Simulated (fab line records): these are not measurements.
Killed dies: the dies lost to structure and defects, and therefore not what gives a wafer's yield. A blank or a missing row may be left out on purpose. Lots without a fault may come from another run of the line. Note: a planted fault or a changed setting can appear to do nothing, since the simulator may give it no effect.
Chamber matching ; flow nand harc ; NHARC_P_BONDPAD_DESCUM_11 on rie diel-13: 4 sister chambers
The step chemistry O2, time 3 s. 18 wafers are shown with their chamber, then 9 later ones without.

EACH WAFER AND ITS CHAMBER
wafer;chamber;showerhead plenum p Torr (Torr);drypump motor current A (A);rf vpp V (V)
L074.2;1;2.07;5.3;59.0
L074.3;2;1.80;5.7;56.6
L074.5;1;2.07;5.4;58.3
L077.2;3;2.05;5.8;58.4
L077.5;1;2.06;5.4;58.5
L077.6;2;1.80;5.7;57.6
L079.1;3;2.05;5.8;59.2
L079.3;2;1.80;5.6;57.9
L079.6;2;1.80;5.7;56.9
L080.1;2;1.80;5.7;56.2
L080.4;0;1.93;5.1;58.4
L080.6;2;1.80;5.7;57.4
L080.2;3;2.05;5.8;59.8
L080.3;1;2.06;5.4;58.1
L080.5;3;2.05;5.7;57.6
L086.1;1;2.06;5.4;57.9
L086.5;2;1.80;5.7;57.9
L086.6;1;2.06;5.4;57.8

SIGNATURES, as means of the wafers listed above
reading;chamber 0;chamber 1;chamber 2;chamber 3;scatter within a chamber
showerhead plenum p Torr;1.9300;2.0633;1.8000;2.0500;0.00309
drypump motor current A;5.100;5.383;5.686;5.775;0.0418
rf vpp V;58.400;58.267;57.214;58.750;0.674
Rule: for each reading, subtract the chamber's mean from the wafer's reading, divide by that reading's scatter and square the result; add these up over the readings and take the root, which gives the wafer's distance from the chamber. If the next closest chamber is less than 2 further off than the closest, the wafer can't be placed; otherwise it belongs to the closest. The scatter: take each reading less its chamber's mean, square it, sum over the shown wafers, divide by the number of wafers less the number of chambers, and take the root.

WAFERS MISSING THEIR CHAMBER
wafer;showerhead plenum p Torr (Torr);drypump motor current A (A);rf vpp V (V)
L086.2;1.93;5.1;56.7
L086.3;1.80;5.7;56.8
L086.4;2.05;5.8;59.0
L087.3;1.93;5.1;59.1
L087.4;2.06;5.4;58.5
L087.6;1.80;5.7;57.3
L097.2;2.05;5.8;59.0
L097.3;1.93;5.1;59.0
L097.5;1.93;5.1;58.6

WHICH CHAMBER EACH WENT THROUGH
wafer;from the rows above;in truth
L086.2;0;0
L086.3;2;2
L086.4;3;3
L087.3;0;0
L087.4;1;1
L087.6;2;2
L097.2;3;3
L097.3;0;0
L097.5;0;0
9 of 9 placed correctly. Can't be placed from these rows: 0. 0 placed wrongly.
